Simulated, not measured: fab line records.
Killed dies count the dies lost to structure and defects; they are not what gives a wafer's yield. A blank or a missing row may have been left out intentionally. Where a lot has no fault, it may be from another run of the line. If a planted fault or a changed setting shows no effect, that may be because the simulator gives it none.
fab line records	flow n5_finfet
record lots=24	wafers=72	last_day=18
route steps=1938 shown GATE_CUT@512 MOL_CONTACT_COAG@575
lots untouched by any fault: they come from a run of this same line in which no faults occurred
start_h: the number of hours between the record's first day and the start of the first shown wafer of the lot	wait_h: hours since the lot's step before	" same as the row above	L1.1+2: a single row standing in for several wafers	- no value present, or no start provided	* or withheld: withheld	< > ~ a bound
route shown NAME@n: NAME is a module with steps in the file, n the number in the route of the first one	usual: mean/standard deviation of fault-free wafers	same: alike in all rows	chamber/n: place in a boat	sites: per-site readings	_std_site: how widely they spread, as a standard deviation	_edge_site: mean of outer sites minus mean of inner sites	radius_mm: how far each site lies from the wafer's centre	mask NAME#n: copy n	behind: the most recent tool/chamber to have shaped the wafer	hold: why the lot went on hold/how many hours it stayed there/how the hold came to an end	device: the transistor (n, p or np) that didn't switch	end of line: the same wafers' tests at the end of the route	a step given without rows: its recipe and nothing more	killed: dies lost to structure and defects at the first sort, not the wafer's yield	map: per-die view of a wafer (x killed, . not killed, _ where there is no die)
set.NAME: the setting that was run; set.NAME@STEP: the one run at that earlier step	model.NAME: the simulator's own value behind a step, which no gauge read
route steps across a sampled set of lots; one table per step, one row per wafer
services: a tool's chamber out of use, with start hour (start_h, from the record's first day; less than 0 if before it), hours out, and reason
## steps
# step N5_GATE_CUT_THK_MEAS_24
# recipe reads=SiO2_of_GATE_CUT_HM_DEP_46+SiO2_flowable_of_ILD0_FCVD_FILL_01
# usual GC_FILL_THK=218.4/2.1
lot.wafer	tool	chamber	start_h	wait_h	GC_FILL_THK[nm]
L074.1	film_metro-02	-	86.33	-	213.2
L074.5	"	-	"	"	217.0
L074.6	"	-	"	"	214.6
L075.3	film_metro-02	-	93.94	-	216.4
L075.4	"	-	"	"	220.2
L075.6	"	-	"	"	218.8
L076.1	film_metro-02	-	101.99	-	216.1
L076.3	"	-	"	"	218.9
L076.5	"	-	"	"	220.2
L077.1	film_metro-01	-	104.02	-	218.7
L077.4	"	-	"	"	221.6
L077.5	"	-	"	"	221.4
L078.1	film_metro-01	-	110.71	-	218.7
L078.3	"	-	"	"	219.9
L078.5	"	-	"	"	221.1
L079.2	film_metro-02	-	120.39	-	221.9
L079.3	"	-	"	"	220.8
L079.6	"	-	"	"	223.1
L080.3	film_metro-01	-	122.51	-	218.8
L080.5	"	-	"	"	218.1
L080.6	"	-	"	"	221.3
L081.1	film_metro-01	-	128.92	-	216.8
L081.3	"	-	"	"	219.8
L081.6	"	-	"	"	221.2
L082.1	film_metro-01	-	136.21	-	215.2
L082.4	"	-	"	"	217.4
L082.5	"	-	"	"	221.4
L083.1	film_metro-01	-	141.36	-	217.9
L083.2	"	-	"	"	215.4
L083.3	"	-	"	"	215.9
L084.2	film_metro-01	-	152.70	-	217.3
L084.4	"	-	"	"	217.0
L084.5	"	-	"	"	220.1
L085.1	film_metro-02	-	154.16	-	214.5
L085.3	"	-	"	"	216.4
L085.6	"	-	"	"	217.4
L086.1	film_metro-01	-	162.51	-	218.5
L086.3	"	-	"	"	219.0
L086.4	"	-	"	"	220.5
L087.1	film_metro-02	-	168.32	-	216.5
L087.2	"	-	"	"	215.3
L087.5	"	-	"	"	219.4
L088.3	film_metro-02	-	169.42	-	220.6
L088.4	"	-	"	"	221.9
L088.5	"	-	"	"	220.1
L089.2	film_metro-02	-	176.61	-	216.4
L089.3	"	-	"	"	218.3
L089.5	"	-	"	"	218.1
L090.2	film_metro-01	-	184.67	-	218.0
L090.5	"	-	"	"	220.1
L090.6	"	-	"	"	220.6
L091.2	film_metro-01	-	190.55	-	217.8
L091.5	"	-	"	"	220.2
L091.6	"	-	"	"	218.6
L092.1	film_metro-02	-	196.03	-	218.2
L092.2	"	-	"	"	217.4
L092.5	"	-	"	"	219.4
L093.3	film_metro-01	-	202.41	-	219.1
L093.4	"	-	"	"	223.3
L093.6	"	-	"	"	222.6
L094.3	film_metro-02	-	210.21	-	214.2
L094.4	"	-	"	"	219.3
L094.5	"	-	"	"	217.5
L095.1	film_metro-01	-	216.70	-	216.9
L095.4	"	-	"	"	218.8
L095.6	"	-	"	"	220.0
L096.2	film_metro-01	-	219.81	-	215.3
L096.3	"	-	"	"	213.6
L096.4	"	-	"	"	220.6
L097.1	film_metro-02	-	229.38	-	218.3
L097.3	"	-	"	"	218.2
L097.6	"	-	"	"	219.1
# step N5_MOL_CONTACT_COAG_INSPECT_57
# recipe mode=adi	inspect_instrument=brightfield
# usual raw_defect_count=197/69
lot.wafer	tool	chamber	start_h	wait_h	raw_defect_count
L074.1	defect_inspect-01	-	97.08	0.1	255
L074.5	"	-	"	"	328
L074.6	"	-	"	"	239
L075.3	defect_inspect-02	-	104.73	0.0	174
L075.4	"	-	"	"	213
L075.6	"	-	"	"	173
L076.1	defect_inspect-01	-	114.01	0.1	123
L076.3	"	-	"	"	240
L076.5	"	-	"	"	207
L077.1	defect_inspect-02	-	118.85	0.1	200
L077.4	"	-	"	"	95
L077.5	"	-	"	"	150
L078.1	defect_inspect-01	-	122.58	0.1	164
L078.3	"	-	"	"	264
L078.5	"	-	"	"	225
L079.2	defect_inspect-02	-	130.80	0.0	227
L079.3	"	-	"	"	140
L079.6	"	-	"	"	188
L080.3	defect_inspect-02	-	134.68	0.0	147
L080.5	"	-	"	"	178
L080.6	"	-	"	"	123
L081.1	defect_inspect-02	-	140.35	0.1	159
L081.3	"	-	"	"	114
L081.6	"	-	"	"	189
L082.1	defect_inspect-02	-	152.98	0.1	210
L082.4	"	-	"	"	185
L082.5	"	-	"	"	137
L083.1	defect_inspect-02	-	153.03	0.1	213
L083.2	"	-	"	"	170
L083.3	"	-	"	"	276
L084.2	defect_inspect-02	-	166.54	0.0	170
L084.4	"	-	"	"	162
L084.5	"	-	"	"	212
L085.1	defect_inspect-01	-	166.87	0.1	179
L085.3	"	-	"	"	266
L085.6	"	-	"	"	185
L086.1	defect_inspect-02	-	173.51	0.1	198
L086.3	"	-	"	"	165
L086.4	"	-	"	"	145
L087.1	defect_inspect-01	-	179.20	0.1	104
L087.2	"	-	"	"	118
L087.5	"	-	"	"	188
L088.3	defect_inspect-01	-	183.21	0.0	175
L088.4	"	-	"	"	209
L088.5	"	-	"	"	162
L089.2	defect_inspect-02	-	189.50	0.0	242
L089.3	"	-	"	"	241
L089.5	"	-	"	"	165
L090.2	defect_inspect-02	-	196.76	0.0	123
L090.5	"	-	"	"	113
L090.6	"	-	"	"	158
L091.2	defect_inspect-02	-	204.20	0.0	228
L091.5	"	-	"	"	151
L091.6	"	-	"	"	203
L092.1	defect_inspect-01	-	206.99	0.1	343
L092.2	"	-	"	"	283
L092.5	"	-	"	"	319
L093.3	defect_inspect-02	-	215.47	0.0	192
L093.4	"	-	"	"	142
L093.6	"	-	"	"	218
L094.3	defect_inspect-01	-	220.74	0.0	176
L094.4	"	-	"	"	254
L094.5	"	-	"	"	220
L095.1	defect_inspect-02	-	227.90	0.1	187
L095.4	"	-	"	"	210
L095.6	"	-	"	"	204
L096.2	defect_inspect-02	-	231.71	0.0	325
L096.3	"	-	"	"	203
L096.4	"	-	"	"	165
L097.1	defect_inspect-01	-	240.72	0.1	291
L097.3	"	-	"	"	408
L097.6	"	-	"	"	274
# step N5_MOL_CONTACT_COAG_ALD_131
# recipe material=SiO2	target_thk_a=50	temp_c=100	ald_precursor_family=BDEAS	ald_co_reactant=O2-plasma	pulse_time_s=1	co_reactant_pulse_time_s=1	purge_time_s=2	co_reactant_purge_time_s=2	ald_cycles=35	pressure_torr=2
# usual chamber_pressure_Torr=2.000/0.005	heater_power_w=77/8.9	precursor_pulse_height_rel=0.998/0.02
# same purge_time_s=2
lot.wafer	tool	chamber	start_h	wait_h	chamber_pressure_Torr	heater_power_w	precursor_pulse_height_rel
L074.1	ald_sin-02	1	97.25	0.1	2.000	93	0.996
L074.5	"	2	"	"	2.003	63	0.977
L074.6	"	1	"	"	1.995	91	0.950
L075.3	ald_sin-04	0	104.90	0.1	1.996	74	1.021
L075.4	"	2	"	"	2.000	82	1.004
L075.6	"	0	"	"	2.002	77	0.982
L076.1	ald_sin-04	2	114.17	0.1	2.006	84	1.015
L076.3	"	0	"	"	2.008	74	0.988
L076.5	"	2	"	"	2.000	84	1.031
L077.1	ald_sin-02	1	119.41	0.1	2.004	93	0.989
L077.4	"	3	"	"	2.000	68	0.962
L077.5	"	2	"	"	1.996	65	1.022
L078.1	ald_sin-02	2	123.01	0.1	2.003	64	1.039
L078.3	"	1	"	"	2.000	90	1.015
L078.5	"	0	"	"	1.996	75	1.005
L079.2	ald_sin-04	2	130.97	0.1	1.995	83	1.012
L079.3	"	0	"	"	1.998	74	0.980
L079.6	"	1	"	"	1.999	90	1.021
L080.3	ald_sin-01	1	135.30	0.5	2.003	81	0.972
L080.5	"	1	"	"	1.998	81	0.977
L080.6	"	0	"	"	2.001	86	1.019
L081.1	ald_sin-04	2	140.80	0.1	2.006	83	0.984
L081.3	"	3	"	"	2.004	67	1.023
L081.6	"	0	"	"	1.995	73	0.975
L082.1	ald_sin-02	0	153.24	0.1	1.985	77	0.974
L082.4	"	3	"	"	2.002	68	0.989
L082.5	"	1	"	"	2.003	94	0.978
L083.1	ald_sin-02	1	153.40	0.2	2.002	92	0.974
L083.2	"	0	"	"	2.007	75	0.995
L083.3	"	3	"	"	1.996	68	0.997
L084.2	ald_sin-01	0	167.09	0.4	2.001	86	0.993
L084.4	"	3	"	"	1.999	77	1.004
L084.5	"	1	"	"	2.000	82	0.965
L085.1	ald_sin-04	3	167.42	0.4	2.001	68	1.001
L085.3	"	2	"	"	2.001	83	1.004
L085.6	"	0	"	"	1.994	74	1.004
L086.1	ald_sin-04	0	173.68	0.1	1.997	72	0.996
L086.3	"	3	"	"	1.994	67	1.021
L086.4	"	0	"	"	1.995	74	1.000
L087.1	ald_sin-02	0	179.78	0.1	1.997	73	0.984
L087.2	"	3	"	"	2.006	67	1.020
L087.5	"	3	"	"	2.006	69	0.985
L088.3	ald_sin-01	2	183.62	0.1	1.994	79	0.981
L088.4	"	1	"	"	1.998	82	0.977
L088.5	"	3	"	"	1.998	79	0.990
L089.2	ald_sin-01	3	190.00	0.4	1.992	76	1.044
L089.3	"	1	"	"	1.999	81	1.022
L089.5	"	0	"	"	2.006	84	0.996
L090.2	ald_sin-02	1	197.21	0.3	1.998	93	0.959
L090.5	"	0	"	"	1.999	75	0.985
L090.6	"	3	"	"	2.003	68	0.990
L091.2	ald_sin-04	2	204.76	0.1	1.999	80	0.978
L091.5	"	0	"	"	1.993	70	1.006
L091.6	"	1	"	"	2.001	87	0.978
L092.1	ald_sin-02	3	207.16	0.1	1.996	69	0.989
L092.2	"	1	"	"	2.001	91	0.999
L092.5	"	3	"	"	2.004	68	0.979
L093.3	ald_sin-02	3	216.00	0.1	1.998	68	0.999
L093.4	"	0	"	"	1.996	77	0.984
L093.6	"	3	"	"	2.003	66	1.028
L094.3	ald_sin-02	0	220.93	0.1	2.004	73	1.027
L094.4	"	1	"	"	2.001	91	1.013
L094.5	"	3	"	"	2.004	69	1.010
L095.1	ald_sin-04	3	228.36	0.2	2.004	67	0.998
L095.4	"	0	"	"	2.005	69	0.996
L095.6	"	3	"	"	2.001	68	0.985
L096.2	ald_sin-02	2	231.88	0.1	1.993	66	0.982
L096.3	"	3	"	"	2.008	69	0.991
L096.4	"	0	"	"	2.001	75	1.000
L097.1	ald_sin-01	1	241.33	0.1	1.992	82	1.008
L097.3	"	3	"	"	2.002	80	0.988
L097.6	"	0	"	"	2.009	89	0.987
# step N5_MOL_CONTACT_COAG_ETCH_47
# recipe chemistry=CH3F/O2	target=SiNx	target_depth_a=270	mask_material=SiO2	stop_on=W	over_etch_frac=0.2	ion_energy_ev=120	endpoint=OES-CN	pressure_mtorr=30	source_w=395	bias_w=73	Ar_flow_sccm=150	CH3F_flow_sccm=30	O2_flow_sccm=20	ends=end_point
# usual drypump_motor_current_A=5.5/0.44	etch_rf_on_time_s=31.1/0.68	oes_product_au=0.72/0.089	rf_vpp_V=298/10	showerhead_plenum_p_Torr=2.02/0.078	throttle_valve_pct=16.37/0.27
lot.wafer	tool	chamber	start_h	wait_h	drypump_motor_current_A	etch_rf_on_time_s	oes_product_au	rf_hours_counter_h	rf_vpp_V	showerhead_plenum_p_Torr	throttle_valve_pct
L074.1	rie_diel-05	3	97.69	0.0	6.3	30.7	0.64	248	306	2.00	16.48
L074.5	"	1	"	"	5.6	31.2	0.74	-	314	1.93	16.29
L074.6	"	0	"	"	4.7	30.9	0.85	-	291	2.06	16.06
L075.3	rie_diel-05	0	105.35	0.0	4.7	30.2	0.83	11	290	2.06	16.04
L075.4	"	2	"	"	5.8	31.3	0.63	-	287	1.96	16.44
L075.6	"	1	"	"	5.6	31.3	0.73	-	314	1.93	16.30
L076.1	rie_diel-05	2	114.90	0.0	5.8	31.4	0.62	206	286	1.96	16.44
L076.3	"	0	"	"	4.7	31.0	0.82	16	290	2.06	16.06
L076.5	"	2	"	"	5.8	31.8	0.61	-	286	1.96	16.46
L077.1	rie_diel-01	3	119.98	0.0	5.6	31.3	0.73	83	301	2.03	16.11
L077.4	"	2	"	"	5.9	31.2	0.63	237	291	1.90	16.87
L077.5	"	1	"	"	5.0	30.9	0.64	-	284	2.07	16.69
L078.1	rie_diel-05	2	123.91	0.0	5.7	31.6	0.61	211	286	1.96	16.46
L078.3	"	0	"	"	4.7	30.7	0.82	20	289	2.06	16.09
L078.5	"	2	"	"	5.7	31.4	0.61	-	286	1.96	16.46
L079.2	rie_diel-03	0	131.55	0.0	5.5	30.8	0.67	168	293	1.92	16.79
L079.3	"	1	"	"	5.0	31.1	0.61	242	299	1.90	16.63
L079.6	"	3	"	"	5.4	32.2	0.73	-	312	2.12	16.29
L080.3	rie_diel-05	1	135.74	0.0	5.6	31.1	0.72	100	315	1.93	16.31
L080.5	"	1	"	"	5.5	30.9	0.73	-	314	1.93	16.33
L080.6	"	0	"	"	4.7	31.0	0.80	-	290	2.06	16.09
L081.1	rie_diel-01	3	141.24	0.0	5.6	31.3	0.71	92	300	2.02	16.13
L081.3	"	0	"	"	5.8	32.2	0.59	250	295	2.07	16.82
L081.6	"	1	"	"	5.0	31.2	0.63	-	285	2.07	16.69
L082.1	rie_diel-01	2	153.84	0.0	5.9	31.1	0.62	252	290	1.90	16.90
L082.4	"	1	"	"	5.0	30.5	0.63	-	284	2.07	16.72
L082.5	"	3	"	"	5.6	31.1	0.72	-	302	2.02	16.13
L083.1	rie_diel-05	3	153.86	0.0	6.3	30.4	0.85	13	307	1.99	15.95
L083.2	"	0	"	"	4.7	30.9	0.80	31	291	2.05	16.10
L083.3	"	2	"	"	5.8	31.2	0.61	222	286	1.95	16.49
L084.2	rie_diel-05	2	167.53	0.0	5.8	31.2	0.60	227	287	1.95	16.50
L084.4	"	3	"	"	6.3	30.7	0.83	19	304	1.99	15.97
L084.5	"	3	"	"	6.3	30.3	0.83	-	306	1.99	15.96
L085.1	rie_diel-01	0	167.93	0.0	5.8	31.2	0.85	4	292	2.06	16.32
L085.3	"	3	"	"	5.6	31.8	0.70	104	301	2.02	16.13
L085.6	"	1	"	"	5.0	31.8	0.61	-	284	2.06	16.72
L086.1	rie_diel-01	0	174.22	0.0	5.8	30.8	0.84	7	293	2.06	16.31
L086.3	"	1	"	"	5.0	31.3	0.61	221	284	2.06	16.74
L086.4	"	1	"	"	5.0	31.3	0.61	-	284	2.06	16.72
L087.1	rie_diel-01	3	180.34	0.0	5.6	31.1	0.69	111	300	2.02	16.15
L087.2	"	0	"	"	5.7	30.9	0.84	11	293	2.06	16.35
L087.5	"	3	"	"	5.6	31.5	0.68	-	303	2.02	16.15
L088.3	rie_diel-03	0	184.06	0.0	5.5	32.1	0.64	185	293	1.91	16.83
L088.4	"	2	"	"	6.0	29.6	0.81	40	304	2.14	16.12
L088.5	"	0	"	"	5.6	31.6	0.64	-	294	1.91	16.83
L089.2	rie_diel-05	1	190.44	0.0	5.6	30.9	0.72	120	314	1.92	16.38
L089.3	"	3	"	"	6.3	30.9	0.82	27	305	1.99	15.97
L089.5	"	1	"	"	5.6	31.1	0.71	-	313	1.92	16.36
L090.2	rie_diel-03	1	197.65	0.0	5.0	29.9	0.86	5	303	2.14	16.19
L090.5	"	2	"	"	6.0	29.7	0.80	-	305	2.13	16.15
L090.6	"	3	"	"	5.4	32.5	0.71	-	309	2.11	16.31
L091.2	rie_diel-01	1	205.20	0.0	5.1	32.0	0.60	233	285	2.06	16.75
L091.5	"	2	"	"	5.9	30.7	0.86	-	293	2.14	16.39
L091.6	"	1	"	"	5.0	32.0	0.61	-	284	2.06	16.75
L092.1	rie_diel-05	0	207.60	0.0	4.7	30.9	0.76	50	291	2.05	16.14
L092.2	"	2	"	"	5.8	31.3	0.59	241	285	1.95	16.52
L092.5	"	2	"	"	5.8	31.7	0.59	-	287	1.95	16.52
L093.3	rie_diel-01	3	216.60	0.0	5.6	31.5	0.67	123	301	2.01	16.19
L093.4	"	2	"	"	5.9	30.7	0.86	11	295	2.14	16.41
L093.6	"	2	"	"	5.9	30.6	0.84	-	294	2.14	16.39
L094.3	rie_diel-03	0	221.38	0.0	5.5	31.0	0.64	197	292	1.91	16.85
L094.4	"	2	"	"	6.0	29.4	0.79	52	306	2.13	16.16
L094.5	"	3	"	"	5.4	31.6	0.71	-	309	2.10	16.33
L095.1	rie_diel-03	3	228.81	0.0	5.4	32.4	0.70	102	311	2.10	16.34
L095.4	"	2	"	"	6.0	29.7	0.78	55	305	2.13	16.14
L095.6	"	0	"	"	5.5	31.6	0.64	-	295	1.91	16.87
L096.2	rie_diel-03	0	232.32	0.0	5.5	31.6	0.62	201	295	1.91	16.87
L096.3	"	2	"	"	6.0	29.9	0.78	56	305	2.13	16.15
L096.4	"	1	"	"	5.0	29.9	0.82	17	304	2.14	16.23
L097.1	rie_diel-05	2	241.77	0.0	5.7	31.7	0.59	253	286	1.94	16.54
L097.3	"	1	"	"	5.6	31.5	0.70	138	313	1.91	16.39
L097.6	"	1	"	"	5.6	31.6	0.69	-	312	1.91	16.40
# step N5_MOL_CONTACT_COAG_OVL_MEAS_41
# recipe points_per_wafer=522
# usual VD_OVL=-0.2/0.61
lot.wafer	tool	chamber	start_h	wait_h	VD_OVL[nm]
L074.1	overlay-02	0	98.27	0.0	0.1
L074.5	"	0	"	"	0.7
L074.6	"	0	"	"	-0.4
L075.3	overlay-02	0	105.93	0.0	0.0
L075.4	"	0	"	"	1.1
L075.6	"	0	"	"	0.7
L076.1	overlay-01	0	115.60	0.0	-0.4
L076.3	"	0	"	"	-0.9
L076.5	"	0	"	"	-0.8
L077.1	overlay-02	0	120.56	0.0	0.1
L077.4	"	0	"	"	-1.9
L077.5	"	0	"	"	0.0
L078.1	overlay-01	0	124.61	0.0	-0.6
L078.3	"	0	"	"	-0.5
L078.5	"	0	"	"	-0.7
L079.2	overlay-01	0	132.17	0.0	-1.1
L079.3	"	0	"	"	-0.2
L079.6	"	0	"	"	-1.2
L080.3	overlay-01	0	136.46	0.0	-0.2
L080.5	"	0	"	"	-0.4
L080.6	"	0	"	"	-0.5
L081.1	overlay-02	0	141.94	0.0	0.3
L081.3	"	0	"	"	-0.1
L081.6	"	0	"	"	-0.3
L082.1	overlay-01	0	154.56	0.0	-1.2
L082.4	"	0	"	"	-0.7
L082.5	"	0	"	"	-1.6
L083.1	overlay-02	0	154.62	0.0	-0.3
L083.2	"	0	"	"	0.1
L083.3	"	0	"	"	-0.9
L084.2	overlay-02	0	168.24	0.0	0.1
L084.4	"	0	"	"	0.0
L084.5	"	0	"	"	0.1
L085.1	overlay-01	0	168.52	0.0	-1.1
L085.3	"	0	"	"	0.4
L085.6	"	0	"	"	0.6
L086.1	overlay-02	0	175.12	0.0	-1.3
L086.3	"	0	"	"	-0.3
L086.4	"	0	"	"	-0.5
L087.1	overlay-02	0	180.92	0.0	0.4
L087.2	"	0	"	"	0.5
L087.5	"	0	"	"	-0.7
L088.3	overlay-02	0	184.78	0.0	-0.4
L088.4	"	0	"	"	0.5
L088.5	"	0	"	"	0.0
L089.2	overlay-02	0	191.03	0.0	-0.5
L089.3	"	0	"	"	-0.1
L089.5	"	0	"	"	0.6
L090.2	overlay-01	0	198.23	0.0	-0.3
L090.5	"	0	"	"	0.0
L090.6	"	0	"	"	-0.7
L091.2	overlay-01	0	205.79	0.0	-0.1
L091.5	"	0	"	"	-0.6
L091.6	"	0	"	"	0.3
L092.1	overlay-01	0	208.21	0.0	-0.3
L092.2	"	0	"	"	-0.7
L092.5	"	0	"	"	-0.4
L093.3	overlay-02	0	217.32	0.0	0.6
L093.4	"	0	"	"	-0.4
L093.6	"	0	"	"	1.3
L094.3	overlay-02	0	221.97	0.0	-0.4
L094.4	"	0	"	"	0.0
L094.5	"	0	"	"	-0.7
L095.1	overlay-01	0	229.38	0.0	-0.3
L095.4	"	0	"	"	-1.5
L095.6	"	0	"	"	-1.6
L096.2	overlay-01	0	233.03	0.0	0.0
L096.3	"	0	"	"	0.3
L096.4	"	0	"	"	-0.4
L097.1	overlay-01	0	242.35	0.0	-0.2
L097.3	"	0	"	"	0.0
L097.6	"	0	"	"	-0.3
# step N5_MOL_CONTACT_COAG_ETCH_66
# recipe chemistry=CF4	target=SiARC	target_depth_a=130	mask_material=CAR-EUV	time_s=21.7	ion_energy_ev=80	pressure_mtorr=40	source_w=545	bias_w=36	Ar_flow_sccm=100	cf4_flow_sccm=100	ends=cleared
# usual drypump_motor_current_A=5.5/0.4	etch_rf_on_time_s=21.8/0.74	oes_product_au=0.68/0.081	rf_vpp_V=184.4/1.3	showerhead_plenum_p_Torr=2.17/0.084	throttle_valve_pct=15.62/0.29
lot.wafer	tool	chamber	start_h	wait_h	drypump_motor_current_A	etch_rf_on_time_s	oes_product_au	rf_hours_counter_h	rf_vpp_V	showerhead_plenum_p_Torr	throttle_valve_pct
L074.1	rie_diel-01	3	98.42	0.0	5.6	22.0	0.69	75	183.7	2.16	15.30
L074.5	"	3	"	"	5.5	22.1	0.69	-	185.0	2.16	15.28
L074.6	"	0	"	"	5.8	22.7	0.56	-	185.1	2.20	15.97
L075.3	rie_diel-01	3	106.07	0.0	5.6	22.2	0.69	77	185.2	2.16	15.28
L075.4	"	1	"	"	5.0	21.5	0.61	193	186.3	2.22	15.96
L075.6	"	3	"	"	5.6	22.0	0.69	-	185.6	2.16	15.29
L076.1	rie_diel-05	2	116.05	0.0	5.7	21.3	0.59	207	182.6	2.10	15.80
L076.3	"	1	"	"	5.6	21.8	0.70	92	183.7	2.08	15.65
L076.5	"	0	"	"	4.7	21.3	0.79	-	183.5	2.19	15.28
L077.1	rie_diel-01	1	121.10	0.0	5.0	21.4	0.61	200	185.3	2.22	15.96
L077.4	"	2	"	"	5.9	22.1	0.60	-	181.9	2.03	16.08
L077.5	"	0	"	"	5.8	22.8	0.56	-	184.3	2.20	16.00
L078.1	rie_diel-05	0	125.16	0.0	4.7	21.3	0.78	21	184.9	2.19	15.30
L078.3	"	3	"	"	6.3	21.5	0.84	3	183.7	2.13	15.14
L078.5	"	1	"	"	5.6	22.1	0.69	-	182.3	2.08	15.66
L079.2	rie_diel-03	2	132.32	0.0	6.0	20.5	0.80	22	186.9	2.27	15.26
L079.3	"	0	"	"	5.5	22.2	0.62	168	183.0	2.05	15.99
L079.6	"	0	"	"	5.5	22.1	0.62	-	183.1	2.05	15.99
L080.3	rie_diel-03	1	136.73	0.0	5.0	21.3	0.59	243	182.4	2.03	15.90
L080.5	"	3	"	"	5.4	23.0	0.69	-	185.3	2.25	15.48
L080.6	"	0	"	"	5.5	22.3	0.62	-	183.1	2.05	16.00
L081.1	rie_diel-05	3	142.09	0.0	6.3	21.8	0.82	9	183.9	2.12	15.13
L081.3	"	0	"	"	4.7	21.5	0.77	27	186.2	2.19	15.32
L081.6	"	2	"	"	5.7	21.5	0.59	-	183.3	2.10	15.81
L082.1	rie_diel-01	3	154.88	0.0	5.6	22.1	0.67	98	183.8	2.15	15.33
L082.4	"	1	"	"	5.0	21.3	0.61	-	185.6	2.21	15.97
L082.5	"	3	"	"	5.6	22.1	0.67	-	184.0	2.15	15.33
L083.1	rie_diel-03	1	154.89	0.0	5.0	21.3	0.59	249	183.4	2.03	15.91
L083.2	"	3	"	"	5.4	23.1	0.68	76	183.3	2.25	15.51
L083.3	"	2	"	"	6.0	20.8	0.79	28	184.9	2.27	15.29
L084.2	rie_diel-03	3	168.41	0.0	5.4	23.3	0.67	81	184.7	2.25	15.53
L084.4	"	3	"	"	5.4	23.4	0.67	-	185.5	2.25	15.51
L084.5	"	3	"	"	5.4	23.3	0.67	-	185.4	2.25	15.50
L085.1	rie_diel-05	2	168.73	0.0	5.7	21.5	0.59	228	183.7	2.10	15.84
L085.3	"	1	"	"	5.6	22.1	0.68	113	182.8	2.07	15.68
L085.6	"	0	"	"	4.7	21.5	0.75	-	184.3	2.19	15.33
L086.1	rie_diel-03	3	175.27	0.0	5.4	23.4	0.67	84	185.0	2.25	15.52
L086.3	"	2	"	"	6.0	20.9	0.76	37	184.9	2.27	15.28
L086.4	"	2	"	"	6.0	21.0	0.77	-	184.9	2.27	15.31
L087.1	rie_diel-01	3	181.19	0.0	5.6	22.0	0.66	111	185.0	2.15	15.35
L087.2	"	1	"	"	5.0	21.6	0.58	225	183.4	2.21	16.01
L087.5	"	1	"	"	5.1	21.5	0.58	-	185.8	2.21	16.01
L088.3	rie_diel-03	0	184.91	0.0	5.5	22.6	0.61	185	183.3	2.05	16.02
L088.4	"	2	"	"	6.0	20.6	0.77	41	184.9	2.26	15.32
L088.5	"	3	"	"	5.4	23.2	0.67	-	184.2	2.25	15.53
L089.2	rie_diel-03	2	191.17	0.0	6.0	20.9	0.76	43	186.8	2.26	15.30
L089.3	"	1	"	"	5.0	20.5	0.83	3	185.8	2.28	15.44
L089.5	"	3	"	"	5.4	23.2	0.67	-	185.1	2.25	15.52
L090.2	rie_diel-01	0	198.37	0.0	5.8	21.9	0.78	17	185.7	2.19	15.52
L090.5	"	1	"	"	5.0	21.6	0.59	-	185.1	2.21	16.01
L090.6	"	0	"	"	5.8	21.9	0.78	-	184.9	2.19	15.53
L091.2	rie_diel-01	2	205.93	0.0	5.9	21.4	0.82	7	186.0	2.28	15.60
L091.5	"	2	"	"	5.9	21.5	0.82	-	185.5	2.28	15.61
L091.6	"	3	"	"	5.6	22.0	0.66	-	184.7	2.14	15.37
L092.1	rie_diel-05	0	208.36	0.0	4.7	21.5	0.73	51	184.1	2.18	15.34
L092.2	"	1	"	"	5.6	21.9	0.67	126	184.5	2.07	15.71
L092.5	"	2	"	"	5.8	21.6	0.57	-	183.6	2.09	15.86
L093.3	rie_diel-01	0	217.45	0.0	5.7	21.8	0.78	23	185.5	2.19	15.55
L093.4	"	3	"	"	5.6	21.7	0.66	123	182.5	2.14	15.38
L093.6	"	3	"	"	5.6	21.7	0.65	-	183.2	2.14	15.39
L094.3	rie_diel-03	3	222.28	0.0	5.4	23.0	0.66	101	186.1	2.24	15.54
L094.4	"	0	"	"	5.5	22.3	0.60	197	184.4	2.04	16.04
L094.5	"	2	"	"	6.0	20.8	0.75	-	186.9	2.26	15.32
L095.1	rie_diel-05	0	229.53	0.0	4.7	21.7	0.73	58	183.7	2.18	15.36
L095.4	"	3	"	"	6.3	22.0	0.74	41	183.1	2.11	15.21
L095.6	"	0	"	"	4.7	21.5	0.72	-	185.0	2.18	15.36
L096.2	rie_diel-03	2	233.17	0.0	6.0	20.7	0.75	57	187.7	2.26	15.32
L096.3	"	1	"	"	5.0	20.6	0.78	18	184.9	2.28	15.47
L096.4	"	0	"	"	5.5	22.6	0.59	201	183.7	2.04	16.04
L097.1	rie_diel-03	0	242.50	0.0	5.5	22.3	0.59	205	183.9	2.04	16.07
L097.3	"	2	"	"	6.0	20.6	0.74	60	184.9	2.26	15.34
L097.6	"	0	"	"	5.5	22.3	0.60	-	182.8	2.04	16.06
## services
tool	chamber	start_h	hours	kind
rie_diel-05	2	79.97	7.6	repair
rie_diel-01	3	91.95	1.8	repair
rie_diel-03	3	102.94	20.2	repair
rie_diel-05	3	103.52	-	clean
rie_diel-05	3	103.52	-	consumable_replace:focus_ring
rie_diel-05	3	103.52	14.9	scheduled_down
rie_diel-05	3	103.52	14.9	vent_cycle
rie_diel-03	2	110.03	1.3	repair
rie_diel-03	-	114.49	14.6	pm
rie_diel-01	3	120.80	2.2	repair
rie_diel-01	1	123.00	5.2	repair
ald_sin-02	2	140.54	34.7	repair
rie_diel-01	0	141.30	-	clean
rie_diel-01	0	141.30	-	consumable_replace:focus_ring
rie_diel-01	0	141.30	18.6	scheduled_down
rie_diel-01	0	141.30	18.6	vent_cycle
rie_diel-03	0	167.94	1.8	repair
ald_sin-01	3	170.45	13.0	repair
ald_sin-04	-	176.75	14.0	pm
ald_sin-02	-	187.18	6.0	pm
ald_sin-01	2	205.75	6.1	repair
ald_sin-01	1	221.23	11.0	repair
rie_diel-01	3	233.35	4.4	repair
ald_sin-02	-	234.64	0.5	repair
## key
fault none
